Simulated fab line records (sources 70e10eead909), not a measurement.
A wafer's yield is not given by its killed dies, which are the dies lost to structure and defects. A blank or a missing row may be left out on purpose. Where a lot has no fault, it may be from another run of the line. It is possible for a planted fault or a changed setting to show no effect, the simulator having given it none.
Chamber matching | flow nand harc | NHARC_A_STAIRCASE_TRIM_220 on rie diel-02 has 4 sister chambers
The step chemistry O2, time 211.2 s. 8 wafers are shown with their chamber, then 10 later ones without.

== WAFERS PAIRED WITH THEIR CHAMBERS ==
wafer  | chamber | showerhead plenum p Torr (Torr) | drypump motor current A (A)
L089.4 | 1       | 3.51                            | 6.1
L089.3 | 3       | 3.76                            | 6.5
L089.5 | 1       | 3.51                            | 6.1
L090.1 | 3       | 3.76                            | 6.6
L090.2 | 2       | 3.40                            | 6.1
L090.4 | 0       | 3.72                            | 5.8
L093.1 | 0       | 3.71                            | 5.7
L093.4 | 2       | 3.39                            | 6.0

== WAFERS WHOSE CHAMBER IS MISSING ==
wafer  | showerhead plenum p Torr (Torr) | drypump motor current A (A)
L093.5 | 3.39                            | 6.1
L095.2 | 3.75                            | 6.6
L095.4 | 3.71                            | 5.8
L095.6 | 3.75                            | 6.6
L095.1 | 3.39                            | 6.1
L095.3 | 3.50                            | 6.2
L095.5 | 3.71                            | 5.8
L096.1 | 3.71                            | 5.8
L096.4 | 3.50                            | 6.2
L096.6 | 3.71                            | 5.8

== WHICH CHAMBER EACH WENT THROUGH ==
wafer  | from the rows above | in truth
L093.5 | 2                   | 2
L095.2 | 3                   | 3
L095.4 | 0                   | 0
L095.6 | 3                   | 3
L095.1 | 2                   | 2
L095.3 | 1                   | 1
L095.5 | 0                   | 0
L096.1 | 0                   | 0
L096.4 | 1                   | 1
L096.6 | 0                   | 0
10 of 10 placed correctly. From these rows, 0 cannot be placed. 0 placed wrongly.
How it was worked out, from the rows above alone: a wafer's distance from a chamber is the root of the sum, over the readings, of the square of ((its reading less the chamber's mean) divided by the reading's scatter). If the next closest chamber is less than 2 further off than the closest, the wafer can't be placed; otherwise it belongs to the closest. For every chamber, the mean is computed from those of its wafers that are shown. The scatter: the root of (the sum of the squares of (reading less its chamber's mean) over the shown wafers, divided by (wafers less chambers)).
